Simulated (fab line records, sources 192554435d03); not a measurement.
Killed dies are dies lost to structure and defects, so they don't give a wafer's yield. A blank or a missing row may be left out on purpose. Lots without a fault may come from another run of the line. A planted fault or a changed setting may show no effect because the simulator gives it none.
Chamber matching | flow n5_finfet | N5_BEOL_M0_SAQP_ETCH_84 on rie_diel-01: 4 sister chambers
The step etches SOC in N2/H2, target depth 100 nm, overetch 20 nm, time 150 s. 16 wafers are shown with their chamber, then 8 later ones without.

WAFERS WITH THEIR CHAMBER
wafer  | chamber | showerhead_plenum_p_Torr (Torr) | drypump_motor_current_A (A) | rf_vpp_V (V)
L075.2 | 2       | 2.72                            | 6.4                         | 529.2
L075.4 | 3       | 2.49                            | 6.0                         | 522.1
L075.6 | 2       | 2.72                            | 6.4                         | 528.4
L083.1 | 2       | 2.71                            | 6.4                         | 529.3
L083.5 | 2       | 2.71                            | 6.4                         | 528.9
L083.6 | 1       | 2.55                            | 6.3                         | 523.2
L085.3 | 3       | 2.49                            | 6.0                         | 523.0
L085.4 | 2       | 2.71                            | 6.4                         | 528.1
L085.6 | 2       | 2.71                            | 6.4                         | 528.7
L090.2 | 3       | 2.49                            | 6.0                         | 523.2
L090.4 | 2       | 2.71                            | 6.5                         | 529.5
L090.5 | 1       | 2.54                            | 6.3                         | 523.3
L093.3 | 3       | 2.48                            | 6.0                         | 522.4
L093.5 | 3       | 2.48                            | 6.1                         | 523.9
L093.6 | 0       | 2.45                            | 6.6                         | 523.4
L095.1 | 1       | 2.54                            | 6.3                         | 523.8

SIGNATURES (means of the wafers above)
reading                  | chamber 0 | chamber 1 | chamber 2 | chamber 3 | scatter within a chamber
showerhead_plenum_p_Torr | 2.4500    | 2.5433    | 2.7129    | 2.4860    | 0.00524
drypump_motor_current_A  | 6.600     | 6.300     | 6.414     | 6.020     | 0.0372
rf_vpp_V                 | 523.400   | 523.433   | 528.871   | 522.920   | 0.557
Rule: a wafer's distance from a chamber is the root of the sum, over the readings, of the square of ((its reading less the chamber's mean) divided by the reading's scatter). The wafer belongs to the nearest chamber; if the next one is less than 2 further off, it can't be placed. The scatter: the root of (the sum of the squares of (reading less its chamber's mean) over the shown wafers, divided by (wafers less chambers)).

WAFERS WITHOUT THEIR CHAMBER
wafer  | showerhead_plenum_p_Torr (Torr) | drypump_motor_current_A (A) | rf_vpp_V (V)
L095.4 | 2.70                            | 6.4                         | 528.0
L095.6 | 2.54                            | 6.3                         | 524.1
L097.1 | 2.48                            | 6.0                         | 522.3
L097.2 | 2.54                            | 6.3                         | 523.8
L097.6 | 2.54                            | 6.3                         | 523.3
L094.1 | 2.48                            | 6.0                         | 522.5
L094.2 | 2.53                            | 6.3                         | 523.7
L094.6 | 2.45                            | 6.6                         | 523.0

WHICH CHAMBER EACH WENT THROUGH
wafer  | from the rows above | in truth
L095.4 | 2                   | 2
L095.6 | 1                   | 1
L097.1 | 3                   | 3
L097.2 | 1                   | 1
L097.6 | 1                   | 1
L094.1 | 3                   | 3
L094.2 | 1                   | 1
L094.6 | 0                   | 0
Placed correctly: 8 of 8. Can't be placed from these rows: 0. Placed wrongly: 0.
